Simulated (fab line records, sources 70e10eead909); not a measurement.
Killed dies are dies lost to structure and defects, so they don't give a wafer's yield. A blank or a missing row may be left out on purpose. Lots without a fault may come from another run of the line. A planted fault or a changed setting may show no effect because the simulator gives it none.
fab line records | flow nand_harc
record lots=12 wafers=36 last_day=33
route steps=1302 shown A_BLC@1133 A_M0@1159 END@1302
lots that met no fault: from a run of the same line without faults
start_h: hours from the record's first day to the start of the lot's first wafer shown | wait_h: hours since the lot's step before | " the same as in the row above | L1.1+2: a row that stands for several wafers | - no value, or no start given | * or withheld: withheld | < > ~ a bound
route shown NAME@n: a module of which the file shows steps, and the number in the route of the first | usual: mean/standard deviation of fault-free wafers | same: alike in all rows | chamber/n: place in a boat | sites: the reading at each site | _std_site: their standard deviation | _edge_site: outer sites' mean less inner sites' | radius_mm: how far each site lies from the wafer's centre | mask NAME#n: copy n | behind: the tool/chamber that last shaped the wafer | hold: why the lot was held/for how many hours/how that ended | device: the transistor (n, p or np) that didn't switch | end of line: the same wafers' tests at the end of the route | a step without rows: its recipe alone | killed: dies lost to structure and defects at the first sort, not the wafer's yield | map: a wafer's dies, x killed, . not, _ none there
set.NAME: the setting as run; set.NAME@STEP: as run at that earlier step | model.NAME: the simulator's own value behind a step, which no gauge read
steps of the route over a sample of lots; a table a step, a row a wafer
services: from which hour (start_h, from the record's first day; less than 0 if before it) a tool's chamber was out of use, for how many hours, and why
## steps
# step NHARC_A_BLC_CMP_25
# recipe t_overpolish_s=30 target_thk_nm=150
# usual motor_current_A=11.6/1 overpolish_run_s=30.000/0.0084 time_to_endpoint_s=30/3.1
# columns lot.wafer tool chamber start_h wait_h motor_current_A overpolish_run_s time_to_endpoint_s
L813.2 cmp-04 0 527.69 0.5 10.9 29.998 29
L813.1 " 1 " " 12.5 30.000 31
L813.5 " 3 " " 9.9 30.009 37
L818.4 cmp-02 0 575.18 0.3 13.7 30.012 23
L818.2 " 1 " " 11.5 30.006 34
L818.5 " 3 " " 11.3 30.007 34
L820.2 cmp-03 3 598.43 0.4 11.7 29.989 31
L820.6 " 2 " " 10.0 29.999 26
L820.5 " 3 " " 11.7 30.015 30
L822.4 cmp-03 2 613.33 0.4 9.8 29.998 26
L822.1 " 3 " " 12.3 30.022 31
L822.6 " 0 " " 12.8 29.997 28
L821.1 cmp-03 1 620.79 0.4 10.4 30.009 31
L821.6 " 3 " " 11.9 29.998 32
L821.5 " 0 " " 12.8 30.007 31
L824.1 cmp-03 0 625.00 0.5 12.7 29.992 31
L824.2 " 1 " " 10.5 30.005 31
L824.3 " 2 " " 9.5 30.000 28
L823.2 cmp-04 2 626.15 0.5 11.7 30.009 30
L823.3 " 1 " " 13.3 30.007 31
L823.5 " 3 " " 9.7 29.995 33
L831.3 cmp-04 1 713.36 0.3 11.9 29.994 29
L831.2 " 3 " " 10.3 30.002 31
L831.6 " 0 " " 11.0 30.004 26
L832.4 cmp-02 2 721.89 0.3 12.7 30.000 28
L832.3 " 3 " " 11.0 29.979 34
L832.6 " 3 " " 10.9 30.016 33
L833.2 cmp-04 3 730.37 0.5 10.4 30.011 32
L833.3 " 0 " " 10.7 29.994 27
L833.6 " 2 " " 12.5 30.000 29
L834.3 cmp-02 0 738.06 0.2 13.4 29.987 25
L834.4 " 1 " " 11.8 30.004 34
L834.6 " 1 " " 11.8 30.014 34
L835.1 cmp-02 1 747.79 0.4 11.5 29.998 39
L835.3 " 2 " " 11.6 29.994 32
L835.6 " 0 " " 13.3 29.988 26
# step NHARC_A_M0_PVD_21
# recipe target_thk_a=300 chamber_pressure_pa=5 power_w=5000 substrate_temp_c=30 time_s=20.49 material=Cu
# usual substrate_temp_c=30.01/0.12 throttle_valve_pct=30.0/1.1
# same time_s=20.49
# columns lot.wafer tool chamber start_h wait_h substrate_temp_c throttle_valve_pct
L813.1 pvd_sputter-02 - - - 30.15 30.8
L813.2 " - " " 30.03 29.7
L813.5 " - " " 30.11 30.7
L818.2 pvd_sputter-03 - - - 29.96 29.8
L818.4 " - " " 30.03 30.0
L818.5 " - " " 30.03 29.8
L820.2 pvd_sputter-01 - - - 30.11 30.3
L820.5 " - " " 29.77 30.5
L820.6 " - " " 30.08 31.0
L822.1 pvd_sputter-02 - - - 30.12 30.4
L822.4 " - " " 30.22 31.0
L822.6 " - " " 30.08 30.5
L821.1 pvd_sputter-03 - - - 29.97 29.8
L821.6 " - " " 29.85 27.9
L821.5 " - " " 29.97 29.7
L824.1 pvd_sputter-03 - - - 29.97 30.0
L824.2 " - " " 30.05 29.0
L824.3 " - " " 29.90 29.9
L823.3 pvd_sputter-02 - - - 30.01 29.7
L823.2 " - " " 29.94 31.5
L823.5 " - " " 30.01 30.2
L831.2 pvd_sputter-03 - - - 30.01 29.7
L831.3 " - " " 29.98 29.9
L831.6 " - " " 30.09 29.4
L832.3 pvd_sputter-02 - - - 29.89 30.2
L832.4 " - " " 30.19 31.0
L832.6 " - " " 30.03 31.0
L833.3 pvd_sputter-02 - - - 30.12 31.0
L833.2 " - " " 30.05 29.9
L833.6 " - " " 30.23 31.1
L834.3 pvd_sputter-01 - - - 30.23 30.2
L834.4 " - " " 29.82 30.2
L834.6 " - " " 30.16 30.4
L835.3 pvd_sputter-01 - - - 29.98 31.0
L835.1 " - " " 30.07 29.3
L835.6 " - " " 30.13 30.1
# step NHARC_A_M0_ECD_22
# recipe target_thk_a=4000 bath_temp_c=25 material=Cu
# columns lot.wafer tool chamber start_h wait_h
L813.1+2+5 ecd_cu-01 0,1,0 530.30 -
L818.2+4+5 ecd_cu-01 1,0,1 577.95 -
L820.2+6+5 ecd_cu-01 1,0,1 601.22 -
L822.1+4+6 ecd_cu-01 0 616.11 -
L821.1+6+5 ecd_cu-01 1,1,0 623.50 -
L824.1+2+3 ecd_cu-01 1,0,1 627.81 -
L823.2+3+5 ecd_cu-01 0,1,1 628.84 -
L831.2+3+6 ecd_cu-01 1,0,0 716.15 -
L832.4+3+6 ecd_cu-02 1,0,0 724.77 -
L833.2+3+6 ecd_cu-02 0,1,1 733.01 -
L834.3+4+6 ecd_cu-01 1,0,0 741.16 -
L835.1+3+6 ecd_cu-02 0,0,1 750.80 -
# step NHARC_A_M0_CMP_23
# recipe t_overpolish_s=20 target_thk_nm=113.75
# usual motor_current_A=11.3/1.1 time_to_endpoint_s=28.3/2.7
# columns lot.wafer tool chamber start_h wait_h motor_current_A time_to_endpoint_s
L813.1 cmp-03 2 531.05 - 10.4 26.6
L813.2 " 3 " " 11.6 28.3
L813.5 " 2 " " 9.7 26.3
L818.2 cmp-03 1 578.61 - 11.2 29.1
L818.4 " 0 " " 12.5 28.9
L818.5 " 1 " " 11.0 32.5
L820.2 cmp-04 0 601.92 - 10.8 24.6
L820.5 " 3 " " 10.1 29.5
L820.6 " 0 " " 10.8 23.3
L822.4 cmp-04 2 616.77 - 11.7 28.7
L822.1 " 3 " " 10.5 33.0
L822.6 " 2 " " 11.7 27.2
L821.1 cmp-01 0 624.29 - 12.5 29.2
L821.5 " 2 " " 10.7 13.9
L821.6 " 3 " " 11.2 27.4
L824.3 cmp-03 2 628.64 - 9.6 27.2
L824.2 " 3 " " 12.5 13.0
L824.1 " 0 " " 12.2 28.7
L823.2 cmp-04 3 629.54 - 10.3 16.0
L823.3 " 0 " " 11.3 28.5
L823.5 " 2 " " 12.2 29.2
L831.3 cmp-04 3 716.81 - 10.8 34.0
L831.2 " 2 " " 12.5 29.0
L831.6 " 3 " " 10.1 30.5
L832.4 cmp-03 2 725.40 - 9.2 25.5
L832.3 " 0 " " 12.1 29.6
L832.6 " 3 " " 11.9 30.1
L833.2 cmp-04 2 733.78 - 12.0 27.2
L833.3 " 3 " " 10.4 32.0
L833.6 " 0 " " 10.7 25.3
L834.3 cmp-01 0 741.84 - 12.8 30.0
L834.4 " 1 " " 9.8 25.6
L834.6 " 3 " " 10.8 27.9
L835.1 cmp-03 3 751.93 - 12.0 32.1
L835.3 " 0 " " 13.2 26.1
L835.6 " 2 " " 9.8 25.5
# step NHARC_A_M0_INSPECT_27
# usual raw_defect_count=525/140
# columns lot.wafer tool chamber start_h wait_h raw_defect_count
L813.1 defect_inspect-01 - 531.50 0.0 565
L813.2 " - " " 392
L813.5 " - " " 418
L818.2 defect_inspect-01 - 579.09 0.0 461
L818.4 " - " " 560
L818.5 " - " " 413
L820.2 defect_inspect-02 - 602.36 0.0 647
L820.5 " - " " 637
L820.6 " - " " 769
L822.1 defect_inspect-01 - 617.25 0.0 590
L822.4 " - " " 480
L822.6 " - " " 524
L821.1 defect_inspect-02 - 624.70 0.0 419
L821.5 " - " " 362
L821.6 " - " " 435
L824.1 defect_inspect-01 - 629.11 0.0 340
L824.2 " - " " 532
L824.3 " - " " 515
L823.2 defect_inspect-01 - 629.98 0.0 549
L823.3 " - " " 731
L823.5 " - " " 541
L831.2 defect_inspect-02 - 717.31 0.0 551
L831.3 " - " " 506
L831.6 " - " " 523
L832.3 defect_inspect-01 - 725.87 0.0 354
L832.4 " - " " 435
L832.6 " - " " 493
L833.2 defect_inspect-02 - 734.19 0.0 559
L833.3 " - " " 767
L833.6 " - " " 407
L834.3 defect_inspect-02 - 742.28 0.0 857
L834.4 " - " " 1042
L834.6 " - " " 681
L835.1 defect_inspect-01 - 752.34 0.0 540
L835.3 " - " " 675
L835.6 " - " " 513
# step NHARC_END_SORT_01
# recipe temp_c=25
# usual defect_limited_yield=91.5/2.5 killed_at_array=52/17 killed_at_other=1.2/1.4 killed_at_periphery=4.7/2.9 killed_dies=58/17 killed_open=3.2/1.9 killed_short=2.4/1.4 sort_bin_2_pct=3.0/1.1 sort_bin_3_pct=0.6/0.37 sort_bin_4_pct=4.8/1.4 sort_n_pass=619/17 sort_rim_yield_pct=90/4.9 sort_yield_pct=91.5/2.5
# same gross_dies=677 sort_bin_5_pct[%]=0 sort_bin_6_pct[%]=0 sort_bin_7_pct[%]=0 sort_bin_8_pct[%]=0 sort_rim_n_gross=106.00
# columns lot.wafer tool chamber start_h wait_h defect_limited_yield[%] killed_at_array killed_at_other killed_at_periphery killed_dies killed_open killed_short sort_bin_2_pct[%] sort_bin_3_pct[%] sort_bin_4_pct[%] sort_n_pass sort_rim_yield_pct[%] sort_yield_pct[%]
L813.1 prober-01 0 570.51 2.5 93.9 37 1 3 41 4 4 2.2 0.4 3.4 636 91 93.9
L813.2 prober-01 0 571.31 2.8 94.5 36 1 0 37 4 4 1.9 0.4 3.1 640 90 94.5
L813.5 prober-01 0 573.73 3.7 94.5 35 0 2 37 4 3 1.9 0.3 3.2 640 91 94.5
L821.5 prober-02 0 663.92 3.7 87.3 78 3 5 86 0 3 6.1 0.9 5.8 591 85 87.3
L823.2 prober-01 0 667.78 2.8 89.4 67 3 2 72 3 3 4.7 0.4 5.5 605 92 89.4
L823.3 prober-01 0 668.59 3.1 93.6 39 2 2 43 1 1 2.1 0.9 3.4 634 88 93.6
L823.5 prober-01 0 670.21 3.7 92.9 44 0 4 48 2 3 3.7 0.6 2.8 629 85 92.9
L824.2 prober-02 0 669.32 2.8 93.5 42 0 2 44 3 2 1.6 0.1 4.7 633 94 93.5
L831.3 prober-01 0 763.66 3.1 89.1 64 1 9 74 2 2 3.8 1.0 6.1 603 92 89.1
# killed by level:class
L813.1 A_CHANNEL_HOLE_D2:chamber_film_flake=25 A_ZERO_WELL:chamber_film_flake=2 P_CONTACT:geometric_particle:open=1 A_CHANNEL_FILL_D1:geometric_particle:short=1 A_DECK1_JOINT:geometric_particle:short=1 A_ONON_D2:geometric_particle:open=1 A_CHANNEL_HOLE_D2:geometric_particle:short=1 A_CHANNEL_HOLE_D2:geometric_particle:open=1
L813.2 A_CHANNEL_HOLE_D2:chamber_film_flake=20 A_SGD_CUT:chamber_film_flake=6 A_ONON_D2:geometric_particle:open=2 A_WL_FILL:geometric_particle:short=2 A_ONON_D1:geometric_particle:short=1 A_ONON_D1:geometric_particle:open=1 A_CHANNEL_HOLE_D1:geometric_particle:short=1 A_CHANNEL_HOLE_D2:geometric_particle:open=1
L813.5 A_CHANNEL_HOLE_D2:chamber_film_flake=21 A_SGD_CUT:chamber_film_flake=4 A_STAIRCASE:chamber_film_flake=2 P_GATE:geometric_particle:open=1 A_DECK1_JOINT:geometric_particle:open=1 A_ONON_D2:geometric_particle:short=1 A_CHANNEL_FILL_D2:geometric_particle:short=1 A_CHANNEL_FILL_D2:geometric_particle:open=1
L821.5 A_CHANNEL_HOLE_D1:chamber_film_flake=23 A_SLIT:chamber_film_flake=19 A_M0:area_ecd=12 A_CHANNEL_HOLE_D2:chamber_film_flake=8 A_BLC:chamber_film_flake=6 P_BONDPAD:chamber_film_flake=3 A_CONTACT:chamber_film_flake=3 THIN_TSV:chamber_film_flake=3
L823.2 A_SLIT:chamber_film_flake=38 A_CHANNEL_HOLE_D1:chamber_film_flake=16 A_STAIRCASE:chamber_film_flake=4 THIN_TSV:chamber_film_flake=3 A_CONTACT:chamber_film_flake=2 P_STI:geometric_particle:short=1 A_CHANNEL_HOLE_D1:geometric_particle:short=1 A_DECK1_JOINT:geometric_particle:short=1
L823.3 A_CHANNEL_HOLE_D1:chamber_film_flake=17 A_SLIT:chamber_film_flake=16 A_CONTACT:chamber_film_flake=2 THIN_TSV:chamber_film_flake=2 P_M0:geometric_particle:open=1 A_CHANNEL_FILL_D2:geometric_particle:short=1 P_BONDPAD:chamber_film_flake=1 A_ZERO_WELL:chamber_film_flake=1
L824.2 A_CHANNEL_HOLE_D2:chamber_film_flake=15 A_CHANNEL_HOLE_D1:chamber_film_flake=8 A_STAIRCASE:chamber_film_flake=3 A_SLIT:chamber_film_flake=3 A_WL_FILL:chamber_film_flake=3 A_CONTACT:chamber_film_flake=3 P_GATE:geometric_particle:open=1 P_M0:geometric_particle:open=1
L823.5 A_SLIT:chamber_film_flake=21 A_CHANNEL_HOLE_D1:chamber_film_flake=13 A_CONTACT:chamber_film_flake=5 P_ZERO_WELL:chamber_film_flake=2 P_GATE:geometric_particle:short=1 A_DECK1_JOINT:geometric_particle:short=1 A_ONON_D2:geometric_particle:open=1 A_WL_FILL:geometric_particle:short=1
L831.3 A_SLIT:chamber_film_flake=25 A_CHANNEL_HOLE_D2:chamber_film_flake=18 A_STAIRCASE:chamber_film_flake=7 A_CHANNEL_HOLE_D1:chamber_film_flake=6 P_BONDPAD:chamber_film_flake=3 P_STI:chamber_film_flake=2 A_ZERO_WELL:chamber_film_flake=2 A_CHANNEL_FILL_D1:chamber_film_flake=2
## services
# columns tool chamber start_h hours kind
cmp-03 - 505.42 2.0 repair
cmp-04 - 506.97 4.0 pm
ecd_cu-01 - 512.20 8.0 pm
pvd_sputter-03 - 524.13 2.9 repair
cmp-02 - 526.50 4.0 pm
pvd_sputter-03 - 527.05 10.0 pm
cmp-03 - 536.21 0.9 repair
pvd_sputter-02 - 538.09 5.6 repair
cmp-02 - 546.49 1.0 repair
cmp-03 - 568.87 3.5 repair
cmp-03 - 574.55 4.0 pm
cmp-02 - 581.14 0.8 repair
cmp-04 - 604.97 4.0 pm
cmp-02 - 606.54 59.8 repair
ecd_cu-01 - 647.80 0.6 repair
pvd_sputter-02 - 656.25 10.0 pm
cmp-02 - 666.34 4.0 pm
cmp-03 - 672.55 4.0 pm
ecd_cu-01 - 688.20 8.0 pm
pvd_sputter-03 - 689.77 6.9 repair
cmp-04 - 702.97 4.0 pm
pvd_sputter-03 - 705.10 10.0 pm
cmp-02 - 706.93 2.6 repair
pvd_sputter-02 - 718.56 2.4 repair
## key
first_sign step=NHARC_A_M0_CMP_23 reading=time_to_endpoint_s direction=down sigmas=5.3 usual=* struck=*
effect none on later readings
met_at NHARC_A_M0_ECD_22
struck_lots L821,L823,L824
struck_wafers L821.5,L823.2,L824.2
not_acting_at NHARC_A_BLC_CMP_25,NHARC_A_M0_PVD_21,NHARC_A_M0_INSPECT_27
onset_between 616.11 623.50
fault kind=process_parameter_drift tool=ecd_cu-01 chamber=0 onset_h=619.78 steps=NHARC_A_M0_ECD_22 channel=target_thk_a offset=* shape=step end_h=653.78 acts_in=* stated=*
